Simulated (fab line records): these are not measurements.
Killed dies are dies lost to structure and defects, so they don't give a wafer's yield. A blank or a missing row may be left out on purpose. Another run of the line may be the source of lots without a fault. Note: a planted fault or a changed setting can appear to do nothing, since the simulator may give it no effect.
fab line records -- flow nandHarc
record lots=6, wafers=18, lastDay=24
route steps=1159 shown A_M1@1038 A_BONDPAD@1059 END@1159
lots that met no fault: taken from a fault-free run of the same line
startH: hours from the record's opening day to when the first of the lot's shown wafers began -- waitH: hours elapsed since this lot's preceding step -- " the same as in the row above -- L1.1+2: one row covering several wafers at once -- - either no value or no given start -- * or withheld: withheld -- < > ~ a bound
route shown NAME@n: NAME is a module with steps in the file, n the number in the route of the first one -- usual: the fault-free wafers' mean and standard deviation -- same: alike in all rows -- chamber/n: place in a boat -- sites: readings site by site -- _std_site: their standard deviation -- _edge_site: inner sites' mean taken away from outer sites' mean -- radiusMm: how far each site lies from the wafer's centre -- mask NAME#n: copy n -- behind: the most recent tool/chamber to have shaped the wafer -- hold: why the lot went on hold/how many hours it stayed there/how the hold came to an end -- device: the n, p or np transistor that did not switch -- end of line: the route-end tests of the same wafers -- step lacking rows: just its recipe -- killed: dies that structure and defects cost at the first sort, which is not the same as the wafer's yield -- map: the dies of a wafer, with x for killed, . for not killed, _ for no die there
set.NAME: the setting the step ran with; set.NAME@STEP: the setting that earlier step ran with -- model.NAME: the simulator's own value behind a step, which no gauge read
a table for each step, a row for each wafer; lots at some steps of the route
services: from which hour (startH, from the record's first day; less than 0 if before it) a tool's chamber was out of use, for how many hours, and why
## steps
# step NHARC_A_M1_INSPECT_11
# usual rawDefectCount=30/13
lot.wafer,tool,chamber,startH,waitH,rawDefectCount
L864.2,defectInspect-02,-,393.17,0.0,29
L864.3,defectInspect-02,-,393.17,0.0,25
L864.4,defectInspect-02,-,393.17,0.0,22
L866.1,defectInspect-01,-,409.32,0.0,25
L866.2,defectInspect-01,-,409.32,0.0,19
L866.3,defectInspect-01,-,409.32,0.0,26
L868.2,defectInspect-02,-,417.82,0.0,8
L868.3,defectInspect-02,-,417.82,0.0,16
L868.4,defectInspect-02,-,417.82,0.0,13
L869.3,defectInspect-02,-,423.12,0.0,20
L869.4,defectInspect-02,-,423.12,0.0,22
L869.5,defectInspect-02,-,423.12,0.0,24
L878.1,defectInspect-02,-,499.80,0.0,43
L878.4,defectInspect-02,-,499.80,0.0,63
L878.5,defectInspect-02,-,499.80,0.0,63
L885.2,defectInspect-02,-,527.72,0.0,46
L885.4,defectInspect-02,-,527.72,0.0,48
L885.5,defectInspect-02,-,527.72,0.0,28
# step NHARC_A_M1_DESCUM_14
# recipe timeS=3, o2FlowSccm=200, arFlowSccm=0, biasPowerW=0, chemistry=O2
# usual chamberPressureMTorr=59.99/0.054, drypumpMotorCurrentA=5.8/0.37, mfcArSccm=0.008/0.013, oesProductAu=0.998/0.012, rfVppV=58.0/0.89, showerheadPlenumPTorr=1.95/0.055, throttleValvePct=11.312/0.0096
lot.wafer,tool,chamber,startH,waitH,chamberPressureMTorr,drypumpMotorCurrentA,mfcArSccm,oesProductAu,rfHoursCounterH,rfVppV,showerheadPlenumPTorr,throttleValvePct
L864.2,rieDiel-02,1,393.23,0.1,59.96,6.2,0.035,0.987,2,58.6,1.99,11.322
L864.4,rieDiel-02,3,393.23,0.1,59.98,6.0,0,0.999,3,57.8,1.87,11.305
L864.3,rieDiel-02,0,393.23,0.1,59.97,5.4,0,1.009,3,58.4,1.93,11.315
L866.2,rieDiel-06,1,409.38,0.1,60.01,6.3,0,1.001,4,57.6,1.89,11.314
L866.3,rieDiel-06,3,409.38,0.1,60.13,6.1,0,0.993,4,59.6,2.04,11.312
L866.1,rieDiel-06,0,409.38,0.1,60.03,5.8,0.010,0.991,4,57.4,1.98,11.308
L868.4,rieDiel-06,1,417.89,0.1,60.05,6.3,0,1.008,4,59.2,1.89,11.305
L868.2,rieDiel-06,2,417.89,0.1,60.08,5.4,0,1.012,4,57.7,1.97,11.295
L868.3,rieDiel-06,3,417.89,0.1,60.06,6.0,0,1.008,4,57.6,2.04,11.308
L869.4,rieDiel-02,2,423.20,0.1,59.97,6.1,0.040,0.996,5,59.0,2.00,11.300
L869.3,rieDiel-02,3,423.20,0.1,60.07,6.0,0,1.004,6,57.3,1.87,11.323
L869.5,rieDiel-02,0,423.20,0.1,60.08,5.5,0,1.007,-,56.8,1.92,11.310
L878.1,rieDiel-08,1,499.87,0.1,60.02,5.7,0.017,0.985,1,58.3,1.88,11.314
L878.4,rieDiel-08,3,499.87,0.1,60.05,5.0,0.018,1.007,1,57.8,2.00,11.323
L878.5,rieDiel-08,1,499.87,0.1,60.05,5.7,0.017,0.999,-,58.2,1.88,11.315
L885.4,rieDiel-06,3,527.80,0.1,59.99,6.0,0,0.995,2,59.0,2.04,11.306
L885.2,rieDiel-06,0,527.80,0.1,60.03,5.8,0.010,1.013,2,57.8,1.97,11.322
L885.5,rieDiel-06,1,527.80,0.1,59.97,6.2,0,1.011,-,58.7,1.88,11.317
# step NHARC_A_M1_ETCH_35
# recipe targetDepthA=400, overetchA=120, timeS=43.94, ionEnergyEv=200, n2FlowSccm=150, h2FlowSccm=150, arFlowSccm=0, rfW=400, biasW=150, chemistry=N2/H2
# step NHARC_A_M1_ETCH_15
# recipe targetDepthA=1825, timeS=91.2, c4f8FlowSccm=withheld, arFlowSccm=400, rfW=600, biasW=300, chemistry=C4F8/Ar
# step NHARC_A_M1_CD_MEAS_16
# usual cdNm=119.9/1
lot.wafer,tool,chamber,startH,waitH,cdNm
L864.2,cdSem-03,-,393.53,-,118.5
L864.3,cdSem-03,-,393.53,-,119.5
L864.4,cdSem-03,-,393.53,-,119.6
L866.1,cdSem-01,-,409.69,-,118.5
L866.2,cdSem-01,-,409.69,-,118.5
L866.3,cdSem-01,-,409.69,-,119.6
L868.2,cdSem-01,-,418.19,-,121.8
L868.3,cdSem-01,-,418.19,-,121.1
L868.4,cdSem-01,-,418.19,-,118.6
L869.3,cdSem-03,-,423.49,-,119.3
L869.4,cdSem-03,-,423.49,-,120.0
L869.5,cdSem-03,-,423.49,-,121.2
L878.1,cdSem-01,-,500.16,-,120.9
L878.4,cdSem-01,-,500.16,-,120.7
L878.5,cdSem-01,-,500.16,-,121.0
L885.2,cdSem-03,-,528.09,-,119.4
L885.4,cdSem-03,-,528.09,-,119.7
L885.5,cdSem-03,-,528.09,-,119.8
# step NHARC_A_M1_STRIP_18
# recipe powerW=1000, n2FlowSccm=150, h2FlowSccm=150, arFlowSccm=0, biasW=0, chemistry=N2/H2
# step NHARC_A_M1_ETCH_28
# recipe targetDepthA=300, overEtchFrac=0.3, timeS=72.99, ionEnergyEv=150, cf4FlowSccm=50, n2FlowSccm=100, arFlowSccm=150, rfW=300, biasW=100, chemistry=CF4/N2
# step NHARC_A_M1_STRIP_19
# recipe timeS=600, tempC=30, chemistry=postEtchResidueRemover
# step NHARC_A_M1_DEGAS_29
# recipe tempC=250, timeS=60
# step NHARC_A_M1_PRE_CLEAN_30
# recipe timeS=30, tempC=280, gas=H2/He
# step NHARC_A_M1_PVD_20
# recipe targetThkA=50, biasV=168.6, powerW=15000, chamberPressurePa=0.12, timeS=8.06, substrateTempC=50, material=TaN
# step NHARC_A_M1_PVD_21
# recipe targetThkA=300, chamberPressurePa=5, powerW=5000, substrateTempC=30, timeS=20.49, material=Cu
# step NHARC_A_M1_ECD_22
# recipe targetThkA=4000, bathTempC=25, material=Cu
lot.wafer,tool,chamber,startH,waitH
L864.2+3+4,ecdCu-02,"1,1,0",394.61,-
L866.2+1+3,ecdCu-02,"1,0,1",410.77,-
L868.2+4+3,ecdCu-02,"0,1,0",419.31,-
L869.3+4+5,ecdCu-02,"1,0,0",424.66,-
L878.1+4+5,ecdCu-02,0,501.29,-
L885.2+4+5,ecdCu-01,"1,0,1",529.16,-
# step NHARC_A_M1_ANNEAL_31
# recipe tempC=225, timeS=90
# usual annealTempCMax=225.71/0.23, wafer_temp_C_max=225.9/0.35
lot.wafer,tool,chamber,startH,waitH,annealTempCMax,wafer_temp_C_max
L864.2,rtpAnneal-02,0,395.09,-,225.53,225.8
L864.3,rtpAnneal-02,0,395.09,-,225.60,225.7
L864.4,rtpAnneal-02,0,395.09,-,225.73,225.4
L866.1,rtpAnneal-02,0,411.15,-,225.95,225.4
L866.2,rtpAnneal-02,0,411.15,-,225.88,225.8
L866.3,rtpAnneal-02,0,411.15,-,225.86,225.6
L868.2,rtpAnneal-02,0,419.74,-,225.61,225.4
L868.3,rtpAnneal-02,0,419.74,-,225.49,225.4
L868.4,rtpAnneal-02,0,419.74,-,225.47,225.4
L869.3,rtpAnneal-02,0,425.14,0.4,225.81,225.7
L869.4,rtpAnneal-02,0,425.14,0.4,225.56,225.6
L869.5,rtpAnneal-02,0,425.14,0.4,225.62,225.5
L878.1,rtpAnneal-01,0,501.61,-,226.29,225.7
L878.4,rtpAnneal-01,0,501.61,-,225.96,226.1
L878.5,rtpAnneal-01,0,501.61,-,226.10,225.7
L885.2,rtpAnneal-02,0,529.59,0.4,225.59,225.4
L885.4,rtpAnneal-02,0,529.59,0.4,225.50,225.7
L885.5,rtpAnneal-02,0,529.59,0.4,225.58,225.4
# step NHARC_A_M1_CMP_23
# recipe tOverpolishS=20, targetThkNm=154.34
# step NHARC_A_M1_THK_MEAS_24
# recipe thkMeasGauge=xrf
# usual thkNm=154.7/1.5
lot.wafer,tool,chamber,startH,waitH,thkNm
L864.2,filmMetro-02,-,395.98,-,154.5
L864.3,filmMetro-02,-,395.98,-,155.8
L864.4,filmMetro-02,-,395.98,-,153.2
L866.1,filmMetro-01,-,411.81,-,154.2
L866.2,filmMetro-01,-,411.81,-,154.7
L866.3,filmMetro-01,-,411.81,-,155.2
L868.2,filmMetro-02,-,420.62,-,153.5
L868.3,filmMetro-02,-,420.62,-,152.5
L868.4,filmMetro-02,-,420.62,-,155.6
L869.3,filmMetro-01,-,425.70,-,153.7
L869.4,filmMetro-01,-,425.70,-,154.8
L869.5,filmMetro-01,-,425.70,-,155.0
L878.1,filmMetro-02,-,502.28,-,155.4
L878.4,filmMetro-02,-,502.28,-,155.0
L878.5,filmMetro-02,-,502.28,-,156.1
L885.2,filmMetro-01,-,530.20,-,153.7
L885.4,filmMetro-01,-,530.20,-,155.7
L885.5,filmMetro-01,-,530.20,-,158.7
# step NHARC_A_M1_SRD_25
# step NHARC_A_M1_PRE_CLEAN_32
# recipe timeS=12, tempC=370, rfPowerW=300, gas=NH3
# step NHARC_A_M1_DEP_33
# recipe targetThkA=300, tempC=370, targetThkNm=30, pressureTorr=3, flowSccm=200, rfW=450, material=SiCN
# usual chamberPressureTorr=2.999/0.0063, heaterPowerW=584/69
lot.wafer,tool,chamber,startH,waitH,chamberPressureTorr,heaterPowerW,sinceWetCleanH
L864.3,pecvd-03,0,396.34,0.1,3.004,594,91
L864.2,pecvd-03,1,396.34,0.1,2.997,566,91
L864.4,pecvd-03,1,396.34,0.1,3.006,574,-
L866.2,pecvd-04,0,412.60,0.1,2.997,761,23
L866.3,pecvd-04,1,412.60,0.1,2.999,602,23
L866.1,pecvd-04,2,412.60,0.1,2.998,578,23
L868.2,pecvd-03,1,421.02,0.1,2.984,529,116
L868.3,pecvd-03,2,421.02,0.1,2.990,598,-
L868.4,pecvd-03,1,421.02,0.1,3.003,517,-
L869.3,pecvd-03,1,426.04,0.1,3.001,617,121
L869.4,pecvd-03,1,426.04,0.1,3.011,591,-
L869.5,pecvd-03,2,426.04,0.1,2.998,607,-
L878.1,pecvd-04,0,502.67,0.1,2.989,722,113
L878.4,pecvd-04,2,502.67,0.1,2.993,565,-
L878.5,pecvd-04,0,502.67,0.1,2.994,712,-
L885.2,pecvd-01,1,530.59,0.1,3.000,578,99
L885.5,pecvd-01,2,530.59,0.1,3.002,528,-
L885.4,pecvd-01,0,530.59,0.1,2.997,560,-
# step NHARC_A_BONDPAD_DEP_00
# recipe targetThkA=2500, tempC=370, targetThkNm=250, pressureTorr=3, flowSccm=200, rfW=450, material=SiCN
# step NHARC_A_BONDPAD_CMP_29
# recipe targetThkNm=200, material=SiCN
# usual motorCurrentA=12.2/1.2
lot.wafer,tool,chamber,startH,waitH,motorCurrentA
L864.4,cmp-04,2,397.28,-,11.8
L864.2,cmp-04,3,397.28,-,10.5
L864.3,cmp-04,0,397.28,-,13.0
L866.2,cmp-04,2,413.55,-,12.5
L866.1,cmp-04,3,413.55,-,10.4
L866.3,cmp-04,0,413.55,-,13.7
L868.4,cmp-04,2,422.19,0.3,12.2
L868.2,cmp-04,3,422.19,0.3,10.4
L868.3,cmp-04,1,422.19,0.3,11.3
L869.4,cmp-01,3,426.99,-,13.1
L869.3,cmp-01,1,426.99,-,11.5
L869.5,cmp-01,0,426.99,-,12.1
L878.4,cmp-04,2,503.56,-,12.2
L878.1,cmp-04,0,503.56,-,13.6
L878.5,cmp-04,1,503.56,-,10.9
L885.2,cmp-04,2,531.52,-,11.9
L885.4,cmp-04,3,531.52,-,11.2
L885.5,cmp-04,0,531.52,-,14.2
# step NHARC_A_BONDPAD_THK_MEAS_30
# recipe thkMeasGauge=ellipsometry
# usual thkNm=200.0/1.8
lot.wafer,tool,chamber,startH,waitH,thkNm
L864.2,filmMetro-02,-,397.51,0.2,200.4
L864.3,filmMetro-02,-,397.51,0.2,202.4
L864.4,filmMetro-02,-,397.51,0.2,199.2
L866.1,filmMetro-02,-,413.81,0.2,198.5
L866.2,filmMetro-02,-,413.81,0.2,198.1
L866.3,filmMetro-02,-,413.81,0.2,202.1
L868.2,filmMetro-01,-,422.44,0.2,199.2
L868.3,filmMetro-01,-,422.44,0.2,200.7
L868.4,filmMetro-01,-,422.44,0.2,195.8
L869.3,filmMetro-02,-,427.25,0.2,199.0
L869.4,filmMetro-02,-,427.25,0.2,198.6
L869.5,filmMetro-02,-,427.25,0.2,200.7
L878.1,filmMetro-02,-,503.80,0.2,201.3
L878.4,filmMetro-02,-,503.80,0.2,201.4
L878.5,filmMetro-02,-,503.80,0.2,201.4
L885.2,filmMetro-02,-,531.72,0.2,199.1
L885.4,filmMetro-02,-,531.72,0.2,198.9
L885.5,filmMetro-02,-,531.72,0.2,200.4
# step NHARC_A_BONDPAD_SRD_31
# step NHARC_A_BONDPAD_DEHYDRATE_01
# recipe tempC=150, timeS=120
# step NHARC_A_BONDPAD_HMDS_02
# recipe timeS=30
# step NHARC_A_BONDPAD_COAT_33
# recipe tempC=200, timeS=65
# step NHARC_A_BONDPAD_COAT_03
# recipe spinRpm=2000, resistThkNm=600
# step NHARC_A_BONDPAD_SOFTBAKE_04
# recipe tempC=125, timeS=70
# step NHARC_A_BONDPAD_EBR_05
# step NHARC_A_BONDPAD_EXPOSE_06
# recipe na=0.55, doseMj=36.99, maskId=A_BPAD
# step NHARC_A_BONDPAD_PEB_07
# recipe pebTempC=128, pebTimeS=80
# step NHARC_A_BONDPAD_DEVELOP_08
# recipe timeS=50, devTempC=22
# step NHARC_A_BONDPAD_CD_MEAS_09
# recipe targetCdNm=500, landingEnergyEv=500
# usual cdNm=500.3/2.6
lot.wafer,tool,chamber,startH,waitH,cdNm
L864.2,cdSem-01,0,398.08,-,498.5
L864.3,cdSem-01,0,398.08,-,502.4
L864.4,cdSem-01,0,398.08,-,504.2
L866.1,cdSem-03,0,414.38,-,497.7
L866.2,cdSem-03,0,414.38,-,498.1
L866.3,cdSem-03,0,414.38,-,495.5
L868.2,cdSem-02,0,423.00,-,500.4
L868.3,cdSem-02,0,423.00,-,501.3
L868.4,cdSem-02,0,423.00,-,501.1
L869.3,cdSem-01,0,427.69,-,502.8
L869.4,cdSem-01,0,427.69,-,503.1
L869.5,cdSem-01,0,427.69,-,502.7
L878.1,cdSem-03,0,504.37,-,500.5
L878.4,cdSem-03,0,504.37,-,499.5
L878.5,cdSem-03,0,504.37,-,496.5
L885.2,cdSem-01,0,532.29,-,504.6
L885.4,cdSem-01,0,532.29,-,502.5
L885.5,cdSem-01,0,532.29,-,501.4
# step NHARC_A_BONDPAD_OVL_MEAS_35
# usual overlayXNm=0/5.8, overlayYNm=0/6.2
lot.wafer,tool,chamber,startH,waitH,overlayXNm,overlayYNm
L864.2,overlay-01,-,398.16,-,4,7
L864.3,overlay-01,-,398.16,-,4,7
L864.4,overlay-01,-,398.16,-,5,7
L866.1,overlay-02,-,414.46,-,2,-7
L866.2,overlay-02,-,414.46,-,3,-8
L866.3,overlay-02,-,414.46,-,2,-7
L868.2,overlay-02,-,423.09,-,3,-2
L868.3,overlay-02,-,423.09,-,3,-2
L868.4,overlay-02,-,423.09,-,3,-1
L869.3,overlay-02,-,427.78,-,9,5
L869.4,overlay-02,-,427.78,-,9,5
L869.5,overlay-02,-,427.78,-,9,5
L878.1,overlay-01,-,504.46,-,-7,-2
L878.4,overlay-01,-,504.46,-,-7,-2
L878.5,overlay-01,-,504.46,-,-7,-2
L885.2,overlay-01,-,532.37,-,0,13
L885.4,overlay-01,-,532.37,-,-1,12
L885.5,overlay-01,-,532.37,-,-1,12
# step NHARC_A_BONDPAD_HARDBAKE_10
# recipe tempC=118, timeS=65
# step NHARC_A_BONDPAD_DESCUM_11
# recipe timeS=3, o2FlowSccm=200, arFlowSccm=0, biasPowerW=0, chemistry=O2
# step NHARC_A_BONDPAD_ETCH_34
# recipe targetDepthA=600, overetchA=180, timeS=65.91, ionEnergyEv=200, n2FlowSccm=150, h2FlowSccm=150, arFlowSccm=0, rfW=400, biasW=150, chemistry=N2/H2
# step NHARC_A_BONDPAD_ETCH_12
# recipe targetDepthA=2200, timeS=110, chf3FlowSccm=50, o2FlowSccm=10, arFlowSccm=200, rfW=500, biasW=200, chemistry=CHF3/O2
# usual chamberPressureMTorr=25.002/0.022, drypumpMotorCurrentA=5.7/0.43, mfcArSccm=200.1/0.61, oesProductAu=0.956/0.028, rfVppV=368.9/2, showerheadPlenumPTorr=2.33/0.08, throttleValvePct=20.572/0.0096
lot.wafer,tool,chamber,startH,waitH,chamberPressureMTorr,drypumpMotorCurrentA,mfcArSccm,oesProductAu,rfHoursCounterH,rfVppV,showerheadPlenumPTorr,throttleValvePct
L864.4,rieDiel-04,1,-,-,25.020,5.1,199.5,0.910,15,370.6,2.38,20.578
L864.3,rieDiel-04,2,-,-,25.030,5.8,199.1,0.930,15,373.1,2.46,20.580
L864.2,rieDiel-04,3,-,-,24.974,5.4,199.9,0.943,16,373.8,2.51,20.571
L866.3,rieDiel-09,0,-,-,25.019,5.3,199.0,0.893,6,367.8,2.32,20.580
L866.2,rieDiel-09,2,-,-,24.960,5.5,199.8,0.955,6,367.1,2.26,20.561
L866.1,rieDiel-09,3,-,-,25.014,5.8,200.0,0.936,5,370.4,2.34,20.576
L868.2,rieDiel-09,3,-,-,25.033,5.7,200.4,0.990,6,369.3,2.34,20.562
L868.4,rieDiel-09,0,-,-,24.992,5.3,199.7,0.963,7,369.8,2.32,20.583
L868.3,rieDiel-09,1,-,-,24.998,6.4,199.9,0.988,6,368.4,2.24,20.586
L869.3,rieDiel-09,2,-,-,25.006,5.4,199.2,0.989,6,367.2,2.26,20.581
L869.4,rieDiel-09,3,-,-,25.010,5.8,200.4,0.983,6,368.9,2.34,20.574
L869.5,rieDiel-09,2,-,-,25.019,5.5,199.9,1.001,-,366.5,2.26,20.572
L878.4,rieDiel-09,0,-,-,24.978,5.3,199.4,0.972,2,368.1,2.31,20.595
L878.1,rieDiel-09,1,-,-,25.020,6.4,199.6,0.980,2,366.8,2.24,20.570
L878.5,rieDiel-09,0,-,-,25.056,5.3,200.0,0.985,-,368.0,2.31,20.579
L885.4,rieDiel-09,1,-,-,25.011,6.3,200.4,0.947,4,366.8,2.24,20.570
L885.2,rieDiel-09,2,-,-,24.984,5.5,200.3,0.940,4,367.8,2.26,20.571
L885.5,rieDiel-09,2,-,-,25.010,5.5,199.5,0.932,-,367.7,2.26,20.573
# step NHARC_A_BONDPAD_CD_MEAS_13
# usual cdNm=500.0/2.8
lot.wafer,tool,chamber,startH,waitH,cdNm
L864.2,cdSem-03,-,398.62,-,497.5
L864.3,cdSem-03,-,398.62,-,502.0
L864.4,cdSem-03,-,398.62,-,504.3
L866.1,cdSem-03,-,414.91,-,497.8
L866.2,cdSem-03,-,414.91,-,497.8
L866.3,cdSem-03,-,414.91,-,493.6
L868.2,cdSem-02,-,423.53,-,500.7
L868.3,cdSem-02,-,423.53,-,500.9
L868.4,cdSem-02,-,423.53,-,500.6
L869.3,cdSem-01,-,428.22,-,502.1
L869.4,cdSem-01,-,428.22,-,503.6
L869.5,cdSem-01,-,428.22,-,502.6
L878.1,cdSem-01,-,504.91,-,501.3
L878.4,cdSem-01,-,504.91,-,498.8
L878.5,cdSem-01,-,504.91,-,497.0
L885.2,cdSem-02,-,532.82,-,506.1
L885.4,cdSem-02,-,532.82,-,501.4
L885.5,cdSem-02,-,532.82,-,500.2
# step NHARC_A_BONDPAD_STRIP_15
# recipe o2FlowSccm=500, arFlowSccm=0, biasW=0, chemistry=O2
# step NHARC_END_SORT_01
# recipe tempC=25
# usual defectLimitedYield=95.3/1.5, killedAtArray=28/10, killedAtOther=0.6/1.1, killedAtPeriphery=3.6/2.6, killedDies=32/10, killedOpen=3.3/1.8, killedShort=1.9/1.4, sort_bin_2_pct=1.5/0.61, sort_bin_3_pct=0.27/0.2, sort_bin_4_pct=3.0/1, sortNPass=645/10, sortRimYieldPct=97.3/1.9, sortYieldPct=95.3/1.5
# same grossDies=677, sort_bin_5_pct[%]=0, sort_bin_6_pct[%]=0, sort_bin_7_pct[%]=0, sort_bin_8_pct[%]=0, sortRimNGross=106.00
lot.wafer,tool,chamber,startH,waitH,defectLimitedYield[%],killedAtArray,killedAtOther,killedAtPeriphery,killedDies,killedOpen,killedShort,sort_bin_2_pct[%],sort_bin_3_pct[%],sort_bin_4_pct[%],sortNPass,sortRimYieldPct[%],sortYieldPct[%]
L869.3,prober-02,0,458.85,3.1,19.1,547,1,0,548,2,0,37.8,8.42,34.7,129,20.8,19.1
L869.4,prober-02,0,459.65,3.4,17.4,558,0,1,559,5,1,38.4,8.27,35.9,118,16.0,17.4
L869.5,prober-02,0,460.45,3.7,17.9,552,0,4,556,2,1,38.0,6.65,37.5,121,17.9,17.9
L868.2,prober-01,0,465.21,2.8,18.6,549,1,1,551,3,0,34.1,6.94,40.3,126,19.8,18.6
L868.3,prober-01,0,466.02,3.1,16.2,564,0,3,567,2,3,34.0,8.57,41.2,110,16.0,16.2
L868.4,prober-01,0,466.83,3.4,19.2,543,0,4,547,0,4,34.0,9.45,37.4,130,20.8,19.2
# killed by level:class
L869.3 A_M1:unspecified=539 A_SLIT:chamberFilmFlake=4 A_WL_FILL:geometricParticle:open=1 STARTING-WAFER:geometricParticle:open=1 A_ZERO_WELL:chamberFilmFlake=1 A_CHANNEL_HOLE_D1:chamberFilmFlake=1 A_M0:chamberFilmFlake=1
L869.4 A_M1:unspecified=546 A_SLIT:chamberFilmFlake=4 A_M0:geometricParticle:open=2 A_CONTACT:chamberFilmFlake=2 P_STI:geometricParticle:open=1 A_CHANNEL_FILL_D1:geometricParticle:open=1 A_WL_FILL:geometricParticle:short=1 A_CONTACT:geometricParticle:open=1
L869.5 A_M1:unspecified=542 A_SLIT:chamberFilmFlake=4 P_ZERO_WELL:chamberFilmFlake=2 A_CONTACT:chamberFilmFlake=2 P_STI:geometricParticle:short=1 A_ONON_D1:geometricParticle:open=1 A_M0:geometricParticle:open=1 P_BONDPAD:chamberFilmFlake=1
L868.2 A_M1:unspecified=541 A_CHANNEL_HOLE_D1:chamberFilmFlake=2 A_STAIRCASE:chamberFilmFlake=2 A_CHANNEL_FILL_D1:geometricParticle:open=1 A_CONTACT:geometricParticle:open=1 A_M1:geometricParticle:open=1 P_GATE:chamberFilmFlake=1 A_WL_FILL:chamberFilmFlake=1
L868.3 A_M1:unspecified=553 A_CHANNEL_HOLE_D1:chamberFilmFlake=3 P_ZERO_WELL:chamberFilmFlake=2 A_ONON_D1:geometricParticle:short=1 A_CHANNEL_FILL_D1:geometricParticle:short=1 A_SGD_CUT:geometricParticle:open=1 A_WL_FILL:geometricParticle:open=1 A_M0:geometricParticle:short=1
L868.4 A_M1:unspecified=535 P_ZERO_WELL:chamberFilmFlake=2 A_CHANNEL_HOLE_D1:chamberFilmFlake=2 A_CONTACT:chamberFilmFlake=2 P_M1:geometricParticle:short=1 A_ONON_D1:geometricParticle:short=1 A_WL_FILL:geometricParticle:short=1 A_M0:geometricParticle:short=1
# map L868.3 (x killed, . not)
____________x____________
_________.xx.xxx_________
_______xxxx.xxxxxx_______
______.x.x.xxxxxxxx______
_____x.x.xxxxxxxxxxx_____
____xxxx.x.xxxx.xxx.x____
____x.xxxxxxx.xxxxxxx____
___xxxxxx.x.xxxxxxxx.x___
___xxxxxxx.xxxx.xxxxxx___
__xx.x.xxxxxxxxxxxxx.xx__
__xxxxxxxxxxxxxx..xx.xx__
_xxxxxxxxxxxxx.xx.xxxxxx_
_xxxx.xx.xxxxxxxxxxxxxxx_
_xxxxxxxxx.xx.xxxx...xxx_
_xxx.xxxxx.xx.x.xx.xxxxx_
_xx.xxx.xxxxxxxxxxxx.x.x_
xxxxxx..xxxxx.xxxxxxxxx.x
.xxxxxx..x.xxxxxxxxxxxx.x
xxxxxx.x.x.xxxxxxx.x.xxxx
.x.xxxxxxxx.xxxxxxxxxxxxx
xxxxxxxx.xxxxxxxxxxx.xxxx
_xxx.xxxxxxxx.xxxxxxx..x_
_xxxx.xxx..x.xxx.xxxxxxx_
_.xxxxxxxxxx.xxxxx.x.xxx_
_x.xxxxxxxxxxxxxxx.xxxx._
_xxxxxxxx.xxxxxxxxxxxxx._
__xxxxxx..x.xxxxxxxxx.x__
__xxxxxxxxx.xxxx.xx.xxx__
___...xxxxxxx.xx.xx.xx___
___xxx.xx.x.xxxxxxxxxx___
____x.xxxxxxxxxx.x..x____
____x.xxxx.xxxxxx.xxx____
_____x.xxxxxxxxxxx.x_____
______xxxxxx.xxxxxx______
_______xxx.xxxxx.x_______
_________xx.xxx._________
____________x____________
# map L869.4 (x killed, . not)
____________x____________
_________.xxxxxx_________
_______xx..xxxxxx._______
______xxxxxx.x..x.x______
_____...xxx..xxxxxx._____
____xxxxx.xxxx..xxxxx____
____xxxxxxx.xx.xxxxxx____
___x..x.xx.xxxx.xxxxxx___
___xxxxxxxxxx.xxxx.xxx___
__xxxx.xxxxxxx.xxxxxxxx__
__x..xxxx.xxxxxx...xxxx__
_xxxxx..xxxxx.xxxxxxx..._
_xxxxxxxxxxxxxxxxxxxxxxx_
_xxxxxxxxxx.x..xx.xxxxxx_
_xxxxxxxxxxxxx.xxxxxxx.x_
_xxxxxx.xx.xxxxxxxxxxxxx_
xxxxx..xxxxxx..xx.xxxxxxx
xxxxxxxxxxxxxxxxxxxxxxxxx
..xx...x.xxxxxx.xxxxxxxxx
xxxxxxxxxxxxxxxxxxx..xxx.
xx.xxxxxxxxx.x.xxx.xxxxxx
_xxx.x.xxxx.xxxxxx.xxx.x_
_xxxxxx.x.xx..xxxxx.x.xx_
_..x.xxxxxxxx.xxxxx.xxxx_
_xxxxxxxxxxx.xxxxx..xxxx_
_x..xxxx..xxxxxxx..xx.xx_
__x.x.x..xxx..xxxxxxxxx__
__xx.x.xxx.xx.xxx.xxxxx__
___xxxxxxx.xxxxxxxxxxx___
___xx..xxxxxxxxxx.xxx.___
____xx.xxxx.xxx.xxxxx____
____xxxxxxxxxxx.xxx.x____
_____xxxxxxx.xxxxxxx_____
______xxxxxxxx.xxxx______
_______x.xxxxxxxxx_______
_________.xxxxxx_________
____________x____________
## services
tool,chamber,startH,hours,kind
rieDiel-08,1,374.74,5.0,repair
cmp-01,-,375.53,4.0,pm
pecvd-04,-,376.37,13.0,pm
cmp-04,-,391.42,0.4,repair
pecvd-04,-,393.66,0.8,repair
cmp-04,-,394.50,0.7,repair
cmp-04,-,399.00,4.0,pm
cmp-01,-,402.80,0.6,repair
cmp-04,-,405.77,2.6,repair
cmp-01,-,414.53,0.4,repair
rieDiel-06,-,418.20,9.0,pm
rieDiel-09,3,419.53,2.0,repair
pecvd-03,0,420.83,2.2,repair
rieDiel-09,-,431.10,9.0,pm
rieDiel-09,2,450.12,10.6,repair
cmp-04,-,470.74,2.4,repair
pecvd-03,-,473.12,13.0,pm
rieDiel-06,0,478.18,7.4,repair
cmp-04,-,485.96,0.8,repair
cmp-04,-,497.00,4.0,pm
rieDiel-06,2,503.02,16.0,repair
rieDiel-02,-,505.14,9.0,pm
pecvd-04,-,529.94,0.9,repair
ecdCu-02,-,532.11,8.0,pm
## key
firstSign step=NHARC_END_SORT_01, reading=killedAtArray, direction=up, sigmas=51, usual=28, struck=552
effect step=NHARC_END_SORT_01, reading=killedDies, direction=up, sigmas=51, usual=32, struck=555
moreKillsBornAt NHARC_A_M1_ECD_22@ecdCu-02=3256
metAt NHARC_A_M1_ECD_22
struckWafers L868.2,L868.3,L868.4,L869.3,L869.4,L869.5
onsetBetween 410.77 419.31
alsoFits NHARC_A_M1_DEP_33:pecvd-03
fault kind=chamberParticleSource, tool=ecdCu-02, chamber=-, onsetH=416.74, steps=NHARC_A_M1_ECD_22, ratePerVisitCm2=1.8822, endH=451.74
